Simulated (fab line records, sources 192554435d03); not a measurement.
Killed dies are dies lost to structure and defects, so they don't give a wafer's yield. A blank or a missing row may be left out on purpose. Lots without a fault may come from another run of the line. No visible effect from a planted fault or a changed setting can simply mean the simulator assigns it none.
Matching of chambers || flow n5 finfet || N5_SDB_ALD_29 on ald sin-02 has 4 sister chambers
The step deposits SiNx, target thk 30 nm, pulse time 1 s, ald cycles 600. 8 wafers are shown with their chamber, then 11 later ones without.

== WAFERS WITH THEIR CHAMBER ==
{"wafer": "L075.3", "chamber": 2, "heater power w (W)": 778, "precursor pulse height rel": 0.978}
{"wafer": "L081.2", "chamber": 0, "heater power w (W)": 745, "precursor pulse height rel": 1.001}
{"wafer": "L081.3", "chamber": 2, "heater power w (W)": 768, "precursor pulse height rel": 0.987}
{"wafer": "L081.5", "chamber": 3, "heater power w (W)": 901, "precursor pulse height rel": 0.973}
{"wafer": "L085.1", "chamber": 1, "heater power w (W)": 996, "precursor pulse height rel": 1.005}
{"wafer": "L085.2", "chamber": 0, "heater power w (W)": 737, "precursor pulse height rel": 1.037}
{"wafer": "L085.6", "chamber": 3, "heater power w (W)": 907, "precursor pulse height rel": 0.984}
{"wafer": "L086.4", "chamber": 1, "heater power w (W)": 953, "precursor pulse height rel": 0.985}

== WAFERS WITH NO CHAMBER GIVEN ==
{"wafer": "L086.5", "heater power w (W)": 965, "precursor pulse height rel": 1.013}
{"wafer": "L086.6", "heater power w (W)": 779, "precursor pulse height rel": 1.038}
{"wafer": "L087.1", "heater power w (W)": 903, "precursor pulse height rel": 1.016}
{"wafer": "L087.3", "heater power w (W)": 777, "precursor pulse height rel": 1.025}
{"wafer": "L087.5", "heater power w (W)": 765, "precursor pulse height rel": 0.977}
{"wafer": "L093.1", "heater power w (W)": 775, "precursor pulse height rel": 1.003}
{"wafer": "L093.4", "heater power w (W)": 892, "precursor pulse height rel": 1.016}
{"wafer": "L093.5", "heater power w (W)": 980, "precursor pulse height rel": 0.985}
{"wafer": "L095.1", "heater power w (W)": 794, "precursor pulse height rel": 1.006}
{"wafer": "L095.3", "heater power w (W)": 738, "precursor pulse height rel": 0.984}
{"wafer": "L095.4", "heater power w (W)": 915, "precursor pulse height rel": 0.999}

== WHICH CHAMBER EACH WENT THROUGH ==
{"wafer": "L086.5", "from the rows above": 1, "in truth": 1}
{"wafer": "L086.6", "from the rows above": "can't be placed: 0 or 2", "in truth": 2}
{"wafer": "L087.1", "from the rows above": 3, "in truth": 3}
{"wafer": "L087.3", "from the rows above": "can't be placed: 0 or 2", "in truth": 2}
{"wafer": "L087.5", "from the rows above": 2, "in truth": 2}
{"wafer": "L093.1", "from the rows above": "can't be placed: 2 or 0", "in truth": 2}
{"wafer": "L093.4", "from the rows above": 3, "in truth": 3}
{"wafer": "L093.5", "from the rows above": 1, "in truth": 1}
{"wafer": "L095.1", "from the rows above": "can't be placed: 2 or 0", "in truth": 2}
{"wafer": "L095.3", "from the rows above": "can't be placed: 2 or 0", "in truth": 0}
{"wafer": "L095.4", "from the rows above": 3, "in truth": 3}
Placed correctly: 6 of 11. Not placeable from these rows: 5 (in 5, the candidates include the true chamber). Placed wrongly: 0.
How it was worked out, from the rows above alone: a wafer's distance from a chamber is the root of the sum, over the readings, of the square of ((its reading less the chamber's mean) divided by the reading's scatter). If the next closest chamber is less than 2 further off than the closest, the wafer can't be placed; otherwise it belongs to the closest. For every chamber, the mean is computed from those of its wafers that are shown. The scatter is the square root of a quotient: the sum, over the shown wafers, of each reading's squared deviation from its chamber's mean, divided by wafers minus chambers.
